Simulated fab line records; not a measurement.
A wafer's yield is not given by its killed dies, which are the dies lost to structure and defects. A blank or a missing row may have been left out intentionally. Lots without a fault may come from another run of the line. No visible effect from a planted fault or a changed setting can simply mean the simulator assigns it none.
Which tool is to blame? || flow nand_harc || 6 lots, 18 wafers sampled, at 3 steps of a route of 1302

## WHAT THE GAUGES SHOWED, per wafer
NHARC_THIN_TSV_CD_MEAS_16.
{"lot": "L882", "measured": "day 24 14:49", "on": "cd_sem-02", "cd_nm (nm)": "996.1 999.2 997.4"}
{"lot": "L886", "measured": "day 25 04:46", "on": "cd_sem-03", "cd_nm (nm)": "994.4 996.2 997.8"}
{"lot": "L889", "measured": "day 26 10:55", "on": "cd_sem-01", "cd_nm (nm)": "998.1 996.9 996.9"}
{"lot": "L891", "measured": "day 26 23:30", "on": "cd_sem-02", "cd_nm (nm)": "1003.8 999.9 998.6"}
{"lot": "L899", "measured": "day 30 21:46", "on": "cd_sem-03", "cd_nm (nm)": "999.6 997.9 1000.3"}
{"lot": "L903", "measured": "day 32 23:08", "on": "cd_sem-01", "cd_nm (nm)": "1001.2 997.9 1001.8"}

## WHICH TOOL RAN EACH LOT (tool, then ch and the chambers of the sampled wafers, then the start)
{"lot": "L882", "NHARC_A_ONON_D1_DEP_03": "pecvd_onon-03 ch 0, day 8 00:32", "NHARC_THIN_TSV_ETCH_15": "rie_si-06 ch 1,2,3, day 24 14:42"}
{"lot": "L886", "NHARC_A_ONON_D1_DEP_03": "pecvd_onon-03 ch 0, day 9 12:21", "NHARC_THIN_TSV_ETCH_15": "rie_si-05 ch 0,1,3, day 25 04:38"}
{"lot": "L889", "NHARC_A_ONON_D1_DEP_03": "pecvd_onon-02 ch 0, day 10 17:46", "NHARC_THIN_TSV_ETCH_15": "rie_si-05 ch 0,1,2, day 26 10:47"}
{"lot": "L891", "NHARC_A_ONON_D1_DEP_03": "pecvd_onon-02 ch 0, day 11 11:31", "NHARC_THIN_TSV_ETCH_15": "rie_si-06 ch 0,2, day 26 23:22"}
{"lot": "L899", "NHARC_A_ONON_D1_DEP_03": "pecvd_onon-03 ch 0, day 14 15:07", "NHARC_THIN_TSV_ETCH_15": "rie_si-05 ch 1,2, day 30 21:35"}
{"lot": "L903", "NHARC_A_ONON_D1_DEP_03": "pecvd_onon-02 ch 0, day 17 00:10", "NHARC_THIN_TSV_ETCH_15": "rie_si-05 ch 0,1,2, day 32 22:58"}
- NHARC_A_ONON_D1_DEP_03: target thk 1000 nm.
- NHARC_THIN_TSV_ETCH_15: target depth 3000 nm, bosch target overetch cycles 2, bosch etch step 2.8 s.

## THE ANSWER, worked out from the rows above alone
Rule: what is usual is taken from the lots themselves. The widest of any qualifying gaps counts: lots, ordered by their means at a reading, are off when they make up no more than a third of the lots, leave a main group of 4 or more, and stand apart from it by 3 or more times the standard deviation of that group's means. Not used: any main group whose means are identical at the precision the tables above print for the reading. Also off: a lot with no number at a reading for which 4 or more lots have one. The other lots that the step has rows for count as sound.
No lot is off on any of the readings shown, so nothing can be concluded from this.

## WHAT HAD BEEN PUT IN BY THE SIMULATOR
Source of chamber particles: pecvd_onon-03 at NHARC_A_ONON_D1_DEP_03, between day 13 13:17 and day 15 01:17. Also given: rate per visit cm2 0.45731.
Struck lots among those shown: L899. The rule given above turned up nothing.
